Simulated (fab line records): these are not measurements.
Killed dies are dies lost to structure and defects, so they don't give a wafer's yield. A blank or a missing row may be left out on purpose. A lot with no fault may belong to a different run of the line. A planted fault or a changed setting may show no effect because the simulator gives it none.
Chamber matching -- flow n5 finfet -- ald metal-01 running N5_HKMG_FIN_ALD_91: 4 sister chambers
The step deposits TiN, target thk 1 nm, pulse time 1 s, purge time 3 s. 16 wafers are shown with their chamber, then 8 later ones without.

## WAFERS WITH THEIR CHAMBER
wafer,chamber,heater power w (W),precursor pulse height rel
L078.1,3,740,1.042
L078.2,0,921,0.984
L078.5,3,744,0.997
L079.2,2,751,1.024
L079.4,0,952,1.025
L079.6,0,958,1.022
L085.1,3,732,0.997
L085.2,0,970,0.993
L085.3,1,912,0.977
L086.1,2,748,1.005
L086.2,3,740,1.015
L086.4,0,953,1.004
L088.2,0,967,1.002
L088.3,2,752,1.011
L088.5,3,738,0.993
L092.1,3,752,1.000

SIGNATURES (averages over the wafers above)
reading,chamber 0,chamber 1,chamber 2,chamber 3,scatter within a chamber
heater power w,953.50,912.00,750.33,741.00,12.1
precursor pulse height rel,1.00500,0.97700,1.01333,1.00733,0.0163
Rule: distance of a wafer from a chamber = root of the sum over the readings of ((wafer's reading minus chamber's mean) / reading's scatter) squared. If the next closest chamber is less than 2 further off than the closest, the wafer can't be placed; otherwise it belongs to the closest. The scatter: the root of (the sum of the squares of (reading less its chamber's mean) over the shown wafers, divided by (wafers less chambers)).

## WAFERS WITH NO CHAMBER GIVEN
wafer,heater power w (W),precursor pulse height rel
L092.2,954,1.031
L092.4,954,0.974
L096.1,742,0.982
L096.2,946,1.011
L096.5,917,0.973
L097.1,937,0.982
L097.2,722,1.003
L097.5,947,0.993

## CHAMBER TAKEN BY EACH
wafer,from the rows above,in truth
L092.2,0,0
L092.4,can't be placed: 0 or 1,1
L096.1,can't be placed: 3 or 2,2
L096.2,0,0
L096.5,1,1
L097.1,can't be placed: 0 or 1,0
L097.2,can't be placed: 3 or 2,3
L097.5,0,0
Correct placement for 4 of the 8. Can't be placed from these rows: 4 (the true chamber is among the candidates in 4). Number placed wrongly: 0.
